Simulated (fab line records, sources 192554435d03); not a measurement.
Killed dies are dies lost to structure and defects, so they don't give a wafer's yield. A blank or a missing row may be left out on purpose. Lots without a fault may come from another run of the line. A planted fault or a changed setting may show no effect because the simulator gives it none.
Chamber matching | flow n5_finfet | N5_BEOL_M5_STRIP_19 on rie_diel-01: 4 sister chambers
The step strips in O2. 8 wafers are shown with their chamber, then 9 later ones without.

WAFERS WITH THEIR CHAMBER
wafer  | chamber | showerhead_plenum_p_Torr (Torr) | throttle_valve_pct (%)
L080.3 | 3       | 1.99                            | 16.7
L085.4 | 2       | 1.96                            | 16.5
L088.1 | 0       | 2.11                            | 16.1
L088.2 | 1       | 2.19                            | 17.1
L088.4 | 3       | 1.98                            | 16.8
L089.2 | 0       | 2.11                            | 16.1
L089.4 | 2       | 1.95                            | 16.6
L089.5 | 1       | 2.19                            | 17.1

WAFERS WITHOUT THEIR CHAMBER
wafer  | showerhead_plenum_p_Torr (Torr) | throttle_valve_pct (%)
L091.2 | 2.11                            | 16.1
L091.3 | 2.19                            | 17.1
L091.5 | 2.11                            | 16.1
L096.2 | 2.19                            | 17.1
L096.3 | 2.24                            | 16.3
L096.6 | 2.24                            | 16.3
L097.2 | 2.10                            | 16.1
L097.4 | 2.18                            | 17.1
L097.6 | 2.10                            | 16.1

WHICH CHAMBER EACH WENT THROUGH
wafer  | from the rows above | in truth
L091.2 | 0                   | 0
L091.3 | 1                   | 1
L091.5 | 0                   | 0
L096.2 | 1                   | 1
L096.3 | 1                   | 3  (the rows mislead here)
L096.6 | 1                   | 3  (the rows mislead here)
L097.2 | 0                   | 0
L097.4 | 1                   | 1
L097.6 | 0                   | 0
Placed correctly: 7 of 9. Can't be placed from these rows: 0. Placed wrongly: 2.
How it was worked out, from the rows above alone: a wafer's distance from a chamber is the root of the sum, over the readings, of the square of ((its reading less the chamber's mean) divided by the reading's scatter). The wafer belongs to the nearest chamber; if the next one is less than 2 further off, it can't be placed. A chamber's mean is the mean of its shown wafers. The scatter: the root of (the sum of the squares of (reading less its chamber's mean) over the shown wafers, divided by (wafers less chambers)).
